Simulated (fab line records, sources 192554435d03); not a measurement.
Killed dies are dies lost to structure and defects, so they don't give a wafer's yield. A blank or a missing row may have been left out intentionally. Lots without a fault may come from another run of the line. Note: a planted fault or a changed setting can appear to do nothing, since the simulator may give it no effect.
fab line records -- flow n5_finfet
[record] lots = 10, wafers = 30, last_day = 17
route steps=1938 shown BEOL_M3@995 BEOL_M4@1111 PASSIVATION@1936
lots with no fault: from the same line, run without faults
start_h: hours from the record's opening day to when the first of the lot's shown wafers began -- wait_h: hours elapsed since this lot's preceding step -- " the same as in the row above -- L1.1+2: several wafers, shown together as one row -- - no value, or no start given -- * or withheld: withheld -- < > ~ a bound
route shown NAME@n: names a module that has steps shown in the file, with the first one's number in the route -- usual: average and standard deviation across the fault-free wafers -- same: alike in all rows -- chamber/n: place in a boat -- sites: the reading at each site -- _std_site: standard deviation of those values -- _edge_site: the outer-site mean with the inner-site mean subtracted -- radius_mm: how far each site lies from the wafer's centre -- mask NAME#n: copy n -- behind: the most recent tool/chamber to have shaped the wafer -- hold: the reason the lot was held/the length of the hold in hours/how it ended -- device: whichever transistor did not switch (one of n, p or np) -- end of line: tests of these same wafers at the route's end -- a step without rows: its recipe alone -- killed: dies lost to structure and defects at the first sort, not the wafer's yield -- map: a wafer's dies, x killed, . not, _ none there
set.NAME: the setting that was run; set.NAME@STEP: the one run at that earlier step -- model.NAME: the simulator's own value behind a step, which no gauge read
route steps across a sampled set of lots; one table per step, one row per wafer
[[steps]]
[step N5_BEOL_M3_ANNEAL_49]
[recipe] temp_c = 400, time_s = 240, ambient = vacuum
[usual] heater_power_w = 797/98
lot.wafer,tool,chamber,start_h,wait_h,heater_power_w
L335.1,pvd_sputter-03,-,161.83,0.0,759
L335.2,pvd_sputter-03,-,161.83,0.0,745
L335.4,pvd_sputter-03,-,161.83,0.0,854
L339.1,pvd_sputter-03,-,185.96,0.0,876
L339.2,pvd_sputter-03,-,185.96,0.0,749
L339.4,pvd_sputter-03,-,185.96,0.0,1025
L341.1,pvd_sputter-01,-,189.96,0.0,752
L341.2,pvd_sputter-01,-,189.96,0.0,727
L341.6,pvd_sputter-01,-,189.96,0.0,747
L343.2,pvd_sputter-02,-,205.77,0.0,716
L343.4,pvd_sputter-02,-,205.77,0.0,878
L343.5,pvd_sputter-02,-,205.77,0.0,733
L344.1,pvd_sputter-03,-,216.72,0.0,738
L344.3,pvd_sputter-03,-,216.72,0.0,837
L344.5,pvd_sputter-03,-,216.72,0.0,760
L345.1,pvd_sputter-03,-,224.04,0.0,1044
L345.4,pvd_sputter-03,-,224.04,0.0,761
L345.5,pvd_sputter-03,-,224.04,0.0,758
L350.2,pvd_sputter-02,-,245.42,0.0,696
L350.3,pvd_sputter-02,-,245.42,0.0,901
L350.5,pvd_sputter-02,-,245.42,0.0,890
L352.1,pvd_sputter-03,-,257.90,0.0,756
L352.5,pvd_sputter-03,-,257.90,0.0,870
L352.6,pvd_sputter-03,-,257.90,0.0,728
L356.2,pvd_sputter-02,-,286.28,0.0,711
L356.3,pvd_sputter-02,-,286.28,0.0,700
L356.4,pvd_sputter-02,-,286.28,0.0,715
L355.2,pvd_sputter-02,-,290.71,0.0,865
L355.4,pvd_sputter-02,-,290.71,0.0,691
L355.6,pvd_sputter-02,-,290.71,0.0,866
[step N5_BEOL_M3_SPUTTER_86]
[recipe] material = Cu, target_thk_a = 45, temp_c = -20, chamber_pressure_pa = 0.07, power_w = withheld, time_s = 8.29
[usual] chamber_pressure_pa = 0.06999/0.00015, chuck_gas_flow_sccm = 1.26/0.047, throttle_valve_pct = 29.7/0.91
lot.wafer,tool,chamber,start_h,wait_h,chamber_pressure_pa,chuck_gas_flow_sccm,throttle_valve_pct
L335.1,pvd_sputter-03,-,162.41,0.1,0.06994,1.29,30.3
L335.2,pvd_sputter-03,-,162.41,0.1,0.07011,1.25,29.9
L335.4,pvd_sputter-03,-,162.41,0.1,0.07,1.26,29.8
L339.1,pvd_sputter-03,-,186.54,0.1,0.07013,1.25,29.7
L339.2,pvd_sputter-03,-,186.54,0.1,0.06998,1.25,30.4
L339.4,pvd_sputter-03,-,186.54,0.1,0.06986,1.36,27.8
L341.1,pvd_sputter-01,-,190.54,0.1,0.06997,1.27,30.7
L341.2,pvd_sputter-01,-,190.54,0.1,0.06992,1.28,29.9
L341.6,pvd_sputter-01,-,190.54,0.1,0.06997,1.29,30.7
L343.2,pvd_sputter-02,-,206.35,0.1,0.06982,1.33,28.8
L343.4,pvd_sputter-02,-,206.35,0.1,0.06985,1.27,29.2
L343.5,pvd_sputter-02,-,206.35,0.1,0.07009,1.27,28.6
L344.1,pvd_sputter-03,-,217.30,0.1,0.07005,1.25,30.6
L344.3,pvd_sputter-03,-,217.30,0.1,0.07031,1.27,29.7
L344.5,pvd_sputter-03,-,217.30,0.1,0.06994,1.26,29.8
L345.1,pvd_sputter-03,-,224.62,0.1,0.06973,1.32,27.5
L345.4,pvd_sputter-03,-,224.62,0.1,0.07008,1.38,29.7
L345.5,pvd_sputter-03,-,224.62,0.1,0.06987,1.31,30.7
L350.2,pvd_sputter-02,-,246.00,0.1,0.07005,1.22,31.0
L350.3,pvd_sputter-02,-,246.00,0.1,0.06994,1.24,29.3
L350.5,pvd_sputter-02,-,246.00,0.1,0.07002,1.30,29.1
L352.1,pvd_sputter-03,-,258.48,0.1,0.07009,1.33,30.6
L352.5,pvd_sputter-03,-,258.48,0.1,0.07,1.25,29.8
L352.6,pvd_sputter-03,-,258.48,0.1,0.0702,1.27,30.4
L356.2,pvd_sputter-02,-,286.86,0.1,0.06981,1.35,29.0
L356.3,pvd_sputter-02,-,286.86,0.1,0.06992,1.30,29.8
L356.4,pvd_sputter-02,-,286.86,0.1,0.07011,1.30,31.3
L355.2,pvd_sputter-02,-,291.30,0.1,0.06994,1.29,29.1
L355.4,pvd_sputter-02,-,291.30,0.1,0.06993,1.28,29.6
L355.6,pvd_sputter-02,-,291.30,0.1,0.07,1.31,29.6
[step N5_BEOL_M3_SPUTTER_94]
[recipe] material = Cu, target_thk_a = 45, temp_c = -20, chamber_pressure_pa = 0.07, power_w = withheld, time_s = 8.29
[usual] chamber_pressure_pa = 0.06998/0.00013, chuck_gas_flow_sccm = 1.27/0.055, throttle_valve_pct = 29.7/0.92
lot.wafer,tool,chamber,start_h,wait_h,chamber_pressure_pa,chuck_gas_flow_sccm,throttle_valve_pct
L335.1,pvd_sputter-03,-,163.29,0.1,0.07001,1.23,30.5
L335.2,pvd_sputter-03,-,163.29,0.1,0.06992,1.32,29.8
L335.4,pvd_sputter-03,-,163.29,0.1,0.07002,1.33,30.0
L339.1,pvd_sputter-03,-,187.42,0.1,0.06993,1.34,29.8
L339.2,pvd_sputter-03,-,187.42,0.1,0.0702,1.18,30.4
L339.4,pvd_sputter-03,-,187.42,0.1,0.07004,1.22,27.5
L341.1,pvd_sputter-01,-,191.42,0.1,0.07007,1.17,30.5
L341.2,pvd_sputter-01,-,191.42,0.1,0.06982,1.20,30.2
L341.6,pvd_sputter-01,-,191.42,0.1,0.06994,1.24,30.7
L343.2,pvd_sputter-02,-,207.23,0.1,-,-,-
L343.4,pvd_sputter-02,-,207.23,0.1,-,-,-
L343.5,pvd_sputter-02,-,207.23,0.1,-,-,-
L344.1,pvd_sputter-03,-,218.18,0.1,-,-,-
L344.3,pvd_sputter-03,-,218.18,0.1,-,-,-
L344.5,pvd_sputter-03,-,218.18,0.1,-,-,-
L345.1,pvd_sputter-03,-,225.50,0.1,-,-,-
L345.4,pvd_sputter-03,-,225.50,0.1,-,-,-
L345.5,pvd_sputter-03,-,225.50,0.1,-,-,-
L350.2,pvd_sputter-02,-,246.88,0.1,0.07011,1.27,31.0
L350.3,pvd_sputter-02,-,246.88,0.1,0.06971,1.29,29.2
L350.5,pvd_sputter-02,-,246.88,0.1,0.06965,1.25,29.1
L352.1,pvd_sputter-03,-,259.36,0.1,0.07016,1.31,30.8
L352.5,pvd_sputter-03,-,259.36,0.1,0.07002,1.22,29.7
L352.6,pvd_sputter-03,-,259.36,0.1,0.07001,1.29,30.4
L356.2,pvd_sputter-02,-,287.74,0.1,0.06993,1.30,28.8
L356.3,pvd_sputter-02,-,287.74,0.1,0.06999,1.28,29.6
L356.4,pvd_sputter-02,-,287.74,0.1,0.06991,1.22,31.4
L355.2,pvd_sputter-02,-,292.26,0.1,0.07001,1.23,29.2
L355.4,pvd_sputter-02,-,292.26,0.1,0.0698,1.32,29.7
L355.6,pvd_sputter-02,-,292.26,0.1,0.07012,1.16,29.1
[step N5_BEOL_M3_ANNEAL_51]
[recipe] temp_c = 225, time_s = 90, ambient = N2
[usual] wafer_temp_C_max = 226.08/0.25
lot.wafer,tool,chamber,start_h,wait_h,wafer_temp_C_max
L335.1,rtp_anneal-01,0,163.71,0.1,225.83
L335.2,rtp_anneal-01,0,163.71,0.1,226.14
L335.4,rtp_anneal-01,0,163.71,0.1,226.16
L339.1,rtp_anneal-01,0,187.88,0.1,225.91
L339.2,rtp_anneal-01,0,187.88,0.1,226.47
L339.4,rtp_anneal-01,0,187.88,0.1,225.83
L341.1,rtp_anneal-02,0,191.84,0.1,226.09
L341.2,rtp_anneal-02,0,191.84,0.1,226.02
L341.6,rtp_anneal-02,0,191.84,0.1,225.86
L343.2,rtp_anneal-02,0,207.87,0.3,226.35
L343.4,rtp_anneal-02,0,207.87,0.3,225.81
L343.5,rtp_anneal-02,0,207.87,0.3,226.56
L344.1,rtp_anneal-02,0,218.59,0.1,225.79
L344.3,rtp_anneal-02,0,218.59,0.1,226.14
L344.5,rtp_anneal-02,0,218.59,0.1,225.77
L345.1,rtp_anneal-02,0,225.91,0.1,226.11
L345.4,rtp_anneal-02,0,225.91,0.1,226.72
L345.5,rtp_anneal-02,0,225.91,0.1,226.21
L350.2,rtp_anneal-01,0,247.34,0.1,226.14
L350.3,rtp_anneal-01,0,247.34,0.1,226.07
L350.5,rtp_anneal-01,0,247.34,0.1,226.37
L352.1,rtp_anneal-02,0,259.78,0.1,226.21
L352.5,rtp_anneal-02,0,259.78,0.1,226.25
L352.6,rtp_anneal-02,0,259.78,0.1,226.45
L356.2,rtp_anneal-01,0,288.30,0.2,225.85
L356.3,rtp_anneal-01,0,288.30,0.2,226.19
L356.4,rtp_anneal-01,0,288.30,0.2,225.77
L355.2,rtp_anneal-02,0,292.75,0.1,226.01
L355.4,rtp_anneal-02,0,292.75,0.1,226.14
L355.6,rtp_anneal-02,0,292.75,0.1,225.95
[step N5_BEOL_M4_RC_MEAS_101]
[usual] DIBL_N = 36.7/2.4, DIBL_P = 37.4/2.9, IOFF_N = 0.18/0.05, IOFF_P = 0.23/0.058, ION_N = 683/16, ION_P = 467/11, SS_N = 71.7/0.77, SS_P = 73.5/0.87, VT_N = 249/4.3, VT_P = -250/4.4
lot.wafer,tool,chamber,start_h,wait_h,DIBL_N[mV/V],DIBL_P[mV/V],IOFF_N[nA/um],IOFF_P[nA/um],ION_N[uA/um],ION_P[uA/um],SS_N[mV/dec],SS_P[mV/dec],VT_N[mV],VT_P[mV]
L335.1,prober-01,0,173.25,0.0,40.3,40.8,0.21,0.26,705,477,72.5,74.6,248,-248
L335.2,prober-01,0,173.25,0.0,39.0,38.0,0.17,0.21,685,461,72.2,73.5,250,-254
L335.4,prober-01,0,173.25,0.0,38.0,38.5,0.17,0.23,665,456,71.6,73.4,250,-252
L339.1,prober-01,0,201.04,0.0,36.1,36.6,0.17,0.26,687,481,71.3,73.1,246,-246
L339.2,prober-01,0,201.04,0.0,37.2,36.7,0.17,0.24,664,454,72.0,73.6,249,-246
L339.4,prober-01,0,201.04,0.0,36.5,36.5,0.17,0.24,688,474,71.9,73.3,249,-248
L341.1,prober-01,0,209.16,0.0,39.1,37.9,0.23,0.31,676,473,73.1,73.8,245,-244
L341.2,prober-01,0,209.16,0.0,35.8,35.5,0.16,0.25,682,475,71.4,73.0,250,-248
L341.6,prober-01,0,209.16,0.0,39.2,39.8,0.24,0.35,699,477,71.8,74.4,244,-241
L343.2,prober-01,0,224.37,0.2,41.1,42.0,0.25,0.24,699,458,73.2,74.5,246,-251
L343.4,prober-01,0,224.37,0.2,33.5,33.5,0.11,0.13,681,466,70.7,72.6,253,-259
L343.5,prober-01,0,224.37,0.2,36.9,37.0,0.16,0.17,680,450,72.0,73.5,250,-256
L344.1,prober-01,0,227.73,0.0,37.4,38.8,0.19,0.24,682,463,72.1,73.5,248,-250
L344.3,prober-01,0,227.73,0.0,36.5,35.5,0.15,0.18,667,448,71.5,71.9,251,-253
L344.5,prober-01,0,227.73,0.0,38.0,38.7,0.19,0.24,697,475,72.1,73.1,245,-249
L345.1,prober-02,0,235.22,0.0,34.1,33.5,0.12,0.18,677,468,69.9,72.7,252,-252
L345.4,prober-02,0,235.22,0.0,34.8,34.8,0.13,0.19,684,477,71.2,73.0,252,-249
L345.5,prober-02,0,235.22,0.0,35.5,36.5,0.16,0.23,711,484,70.5,73.3,246,-246
L350.2,prober-02,0,260.05,0.2,34.8,37.0,0.14,0.21,662,461,71.4,73.7,254,-249
L350.3,prober-02,0,260.05,0.2,32.5,34.5,0.11,0.17,665,463,70.2,72.6,258,-253
L350.5,prober-02,0,260.05,0.2,34.2,36.5,0.13,0.19,658,460,70.7,73.0,255,-252
L352.1,prober-01,0,278.14,0.0,40.3,42.7,0.30,0.37,702,484,73.1,74.9,240,-243
L352.5,prober-01,0,278.14,0.0,40.3,41.8,0.27,0.34,679,466,73.4,76.0,245,-246
L352.6,prober-01,0,278.14,0.0,35.6,37.4,0.19,0.24,703,483,71.7,72.8,245,-247
L356.2,prober-02,0,300.90,0.2,36.6,38.0,0.18,0.20,698,473,71.7,73.0,247,-252
L356.3,prober-02,0,300.90,0.2,37.9,38.7,0.18,0.21,673,456,71.9,73.6,249,-252
L356.4,prober-02,0,300.90,0.2,37.5,39.5,0.22,0.24,697,466,72.2,73.6,243,-249
L355.2,prober-02,0,304.06,0.2,37.8,37.7,0.18,0.20,684,457,71.9,74.1,248,-254
L355.4,prober-02,0,304.06,0.2,34.3,34.0,0.11,0.15,670,468,71.0,72.7,254,-258
L355.6,prober-02,0,304.06,0.2,33.2,33.0,0.10,0.14,668,462,70.1,72.2,257,-260
[step N5_PASSIVATION_PROBE_49]
[usual] defect_limited_yield = 91.4/1.6, killed_at_M0_to_M3 = 31/11, killed_at_M4_up = 14/5.7, killed_at_contacts = 12/6, killed_at_front_end = 41/13, killed_at_other = 3.3/2.8, killed_dies = 101/19, killed_on_rim = 13/3.9, killed_open = 67/14, killed_short = 33/8.2, sort_bin_4_leakage = 0.0/0.37, sort_bin_5_function = 5.0/1.1, sort_bin_6_memory = 3.3/0.74, sort_n_pass = 1078/20, sort_yield_pct = 91.3/1.7
[same] gross_dies = 1180, killed_at_back_side = 0, sort_bin_8_speed[%] = 0
lot.wafer,tool,chamber,start_h,wait_h,defect_limited_yield[%],killed_at_M0_to_M3,killed_at_M4_up,killed_at_contacts,killed_at_front_end,killed_at_other,killed_dies,killed_on_rim,killed_open,killed_short,sort_bin_4_leakage[%],sort_bin_5_function[%],sort_bin_6_memory[%],sort_n_pass,sort_yield_pct[%]
L341.1,prober-01,-,307.68,0.0,90.5,50,13,23,26,0,112,17,80,32,0,5.3,4.2,1068,90.5
L341.2,prober-01,-,307.73,0.1,86.9,59,17,25,46,7,154,21,104,43,0,9.2,3.5,1026,86.9
L341.6,prober-01,-,307.93,0.3,91.1,36,4,23,40,2,105,15,65,37,0,6.0,2.6,1075,91.1
L343.2,prober-01,-,324.61,0.1,91.0,40,14,7,44,1,106,12,61,42,0,4.6,3.7,1074,91.0
L343.4,prober-01,-,324.71,0.2,87.8,49,4,14,74,3,144,18,87,52,0,6.3,5.1,1036,87.8
L343.5,prober-01,-,324.76,0.2,86.4,51,23,8,77,1,160,14,100,43,0,7.6,5.2,1020,86.4
L344.1,prober-02,-,328.45,0.0,91.8,35,20,13,22,7,97,23,61,27,0,5.1,2.8,1083,91.8
L344.3,prober-02,-,328.55,0.1,88.4,67,20,13,36,1,137,20,97,31,0,7.2,4.2,1043,88.4
L344.5,prober-02,-,328.65,0.2,89.4,52,12,29,21,11,125,18,75,44,0,6.0,4.2,1055,89.4
L345.1,prober-02,-,334.41,0.0,88.9,67,7,4,50,3,131,22,80,48,0,6.3,4.2,1049,88.9
L345.4,prober-02,-,334.56,0.2,91.3,42,15,5,38,3,103,13,63,31,0,5.5,3.1,1077,91.3
L345.5,prober-02,-,334.61,0.2,92.7,35,12,6,32,1,86,10,49,32,0,4.0,2.8,1094,92.7
// killed by level:class
L341.1 MOL_CONTACT_COAG:geometric_particle:open=20 BEOL_M0_SAQP:geometric_particle:open=14 BEOL_M0_SAQP:geometric_particle:short=10 FIN_SAQP:geometric_particle:open=5 STI_FIN_REVEAL:geometric_particle:open=5 BEOL_M0:geometric_particle:open=5 BEOL_M2:geometric_particle:short=5 BEOL_M2:geometric_particle:open=5
L341.2 MOL_CONTACT_COAG:geometric_particle:open=21 BEOL_M2:geometric_particle:open=16 STI_FIN_REVEAL:geometric_particle:open=12 BEOL_M0:geometric_particle:open=9 BEOL_M0_SAQP:geometric_particle:open=8 BEOL_M1:geometric_particle:open=7 FIN_SAQP:geometric_particle:short=6 BEOL_M0_SAQP:geometric_particle:short=6
L341.6 MOL_CONTACT_COAG:geometric_particle:open=19 FIN_SAQP:geometric_particle:short=8 BEOL_M2:geometric_particle:open=8 STI_FIN_REVEAL:geometric_particle:open=7 BEOL_M0_SAQP:geometric_particle:short=7 DUMMY_GATE:geometric_particle:open=6 ILD0:geometric_particle:short=5 FIN_SAQP:geometric_particle:open=4
L343.2 FIN_SAQP:geometric_particle:short=14 BEOL_M2:geometric_particle:open=13 FIN_SAQP:geometric_particle:open=7 BEOL_M0_SAQP:geometric_particle:short=7 STI_FIN_REVEAL:geometric_particle:open=6 BEOL_M0_SAQP:geometric_particle:open=6 BEOL_M1:geometric_particle:open=6 MOL_CONTACT_COAG:geometric_particle:open=5
L343.4 FIN_SAQP:geometric_particle:short=28 FIN_SAQP:geometric_particle:open=15 BEOL_M0_SAQP:geometric_particle:open=12 MOL_CONTACT_COAG:geometric_particle:open=11 STI_FIN_REVEAL:geometric_particle:open=10 BEOL_M1:geometric_particle:open=8 BEOL_M0_SAQP:geometric_particle:short=7 BEOL_M0:geometric_particle:open=6
L343.5 STI_FIN_REVEAL:geometric_particle:open=23 FIN_SAQP:geometric_particle:short=14 BEOL_M3:geometric_particle:open=13 BEOL_M0_SAQP:geometric_particle:open=12 BEOL_M5:geometric_particle:open=9 BEOL_M3:interface_void_opened=8 BEOL_M4:geometric_particle:open=7 MOL_CONTACT_COAG:geometric_particle:open=6
L344.1 BEOL_M4:geometric_particle:open=11 BEOL_M2:geometric_particle:open=10 MOL_CONTACT_COAG:geometric_particle:open=9 BEOL_M3:interface_void_opened=7 BEOL_M0_SAQP:geometric_particle:short=6 BEOL_M0_SAQP:geometric_particle:open=5 BEOL_M7:geometric_particle:open=5 STI_FIN_REVEAL:geometric_particle:open=4
L344.3 FIN_SAQP:geometric_particle:open=17 BEOL_M1:geometric_particle:open=12 MOL_CONTACT_COAG:geometric_particle:open=11 BEOL_M0_SAQP:geometric_particle:open=10 BEOL_M2:geometric_particle:open=10 BEOL_M3:geometric_particle:open=8 BEOL_M3:interface_void_opened=7 BEOL_M0_SAQP:geometric_particle:short=6
L344.5 MOL_CONTACT_COAG:geometric_particle:open=25 BEOL_M2:geometric_particle:open=16 BEOL_M2:geometric_particle:short=8 BEOL_M1:geometric_particle:short=7 BEOL_M0_SAQP:geometric_particle:open=5 MOL_CONTACT_COAG:geometric_particle:short=4 BEOL_M0_SAQP:geometric_particle:short=4 STARTING-WAFER:geometric_particle:open=4
L345.1 BEOL_M0_SAQP:geometric_particle:short=23 BEOL_M0_SAQP:geometric_particle:open=19 FIN_SAQP:geometric_particle:open=11 FIN_SAQP:geometric_particle:short=9 GATE_CUT:geometric_particle:open=8 GATE_CUT:geometric_particle:short=7 BEOL_M3:geometric_particle:open=7 STI_FIN_REVEAL:geometric_particle:open=6
L345.4 DUMMY_GATE:geometric_particle:open=8 BEOL_M0_SAQP:geometric_particle:open=8 BEOL_M1:geometric_particle:open=8 BEOL_M3:interface_void_opened=7 STI_FIN_REVEAL:geometric_particle:open=6 BEOL_M4:geometric_particle:open=6 FIN_SAQP:geometric_particle:open=5 ILD0:geometric_particle:short=5
L345.5 BEOL_M0_SAQP:geometric_particle:short=9 BEOL_M1:geometric_particle:open=8 STI_FIN_REVEAL:geometric_particle:open=7 GATE_CUT:geometric_particle:short=6 BEOL_M0_SAQP:geometric_particle:open=6 MOL_CONTACT_COAG:geometric_particle:open=5 BEOL_M3:interface_void_opened=5 FIN_SAQP:geometric_particle:short=3
[[key]]
[first_sign] step = N5_BEOL_M3_SPUTTER_94, reading = tool_record, direction = missing
effect none on later readings
met_at N5_BEOL_M3_SPUTTER_94
struck_lots L343,L344,L345
not_acting_at N5_BEOL_M3_ANNEAL_49,N5_BEOL_M3_SPUTTER_86,N5_BEOL_M3_ANNEAL_51
onset_between 187.42 207.23
[fault] kind = skipped_step_whole, tool = pvd_sputter-02,pvd_sputter-03, chamber = -, onset_h = 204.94, steps = N5_BEOL_M3_SPUTTER_94, scope = struck_lots_only
